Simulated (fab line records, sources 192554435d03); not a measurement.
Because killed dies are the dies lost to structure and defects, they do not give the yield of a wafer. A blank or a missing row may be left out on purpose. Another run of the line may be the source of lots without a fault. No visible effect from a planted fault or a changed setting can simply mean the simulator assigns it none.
Problem report in the 8D (eight disciplines) form, filled by code ; flow n5Finfet ; the parts of the form that need people (team, actions taken, sign-off) are left out

1. WHAT WENT WRONG
runLengthS at N5_BEOL_M0_CO_CAP_123 reads a mean of 184.9 s on 3 wafers of 3 lots; wafers without a fault read 124.5 s with a standard deviation of 0.4. So: +99 or more standard deviations from the usual mean.
The step: material Co, precursor CCTBA/H2, target thk 2 nm, time 102.1 s.
Seen first at day 9 16:40 on cvdCo-02, wafer L335.5. Wafers with a number at this step in the record: 20, from 7 lots. Rule for "out", or "out of limits": more than 4 standard deviations from the usual mean. All remaining wafers that have a number are taken as sound.

2. WHAT THIS IS AND IS NOT
question;is;is not
which readings at this step;runLengthS;chamberPressureTorr, heaterPowerW
which lots;L335, L338, L339;L328, L329, L341, L345
which wafers of those lots;L335.5, L338.6, L339.6;L335.1, L335.4, L338.1, L338.3, L339.1
read on which tools;cvdCo-02;cvdCo-01
when;from day 9 16:40;"up to then (8 sound wafers); but 9 sound wafers of L338, L339, L341, L345 came after"

3. WHAT RULES OUT EACH SUSPECT
Counting: any tool at a process step up to the reading remains a suspect provided it ran every lot that is out. Sound lots after the first of them don't rule it out here, since some wafers of a struck lot are sound.
- cvdCo-02 at N5_BEOL_M0_PRE_CLEAN_131 (time 15 s): kept. Every lot that is out went through it, the first being L335 (day 9 16:38); the last sound lot it ran before that was L329 (day 8 00:02).
- cvdCo-02 at N5_BEOL_M0_CO_CAP_123 (material Co, precursor CCTBA/H2, target thk 2 nm, time 102.1 s): kept. Every lot that is out went through it, the first being L335 (day 9 16:40); the last sound lot it ran before that was L329 (day 8 00:04). Its own readings are out on those wafers: runLengthS.
Left after counting: cvdCo-02 at N5_BEOL_M0_PRE_CLEAN_131, cvdCo-02 at N5_BEOL_M0_CO_CAP_123.

4. THE CAUSE (what the simulator had put in)
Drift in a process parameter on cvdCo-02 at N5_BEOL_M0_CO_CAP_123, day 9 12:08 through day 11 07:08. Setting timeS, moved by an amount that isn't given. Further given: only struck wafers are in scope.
Counting left 2 suspects, and this tool is among them.

5. SEQUENCE OF EFFECTS, ordered by route
One row per reading whose mean, taken over the struck wafers that have a number, lies over 3 standard deviations from the usual. Readings are gone through only where the record gives a usual standard deviation; hours: the median, over the lots, of the time from a lot's start at the first step in this table giving one to that lot's start at this step; sigmas: the change measured in usual standard deviations.
hours;step;reading;usual;on struck wafers;change;sigmas
0;N5_BEOL_M0_CO_CAP_123;runLengthS;124.5 s;184.9;+60.4;+99 or more
Process steps it contains:
- N5_BEOL_M0_CO_CAP_123: material Co, precursor CCTBA/H2, target thk 2 nm, time 102.1 s.
Later measuring or inspecting steps at which every struck wafer that the step has a row for has a number for every such reading, and none has moved that far: N5_BEOL_M4_RC_MEAS_101.

6. HOW IT WOULD HAVE BEEN CAUGHT EARLIER
In this record no reading fell out of limits until day 9 16:40, 5 hours after the fault had begun at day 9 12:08.
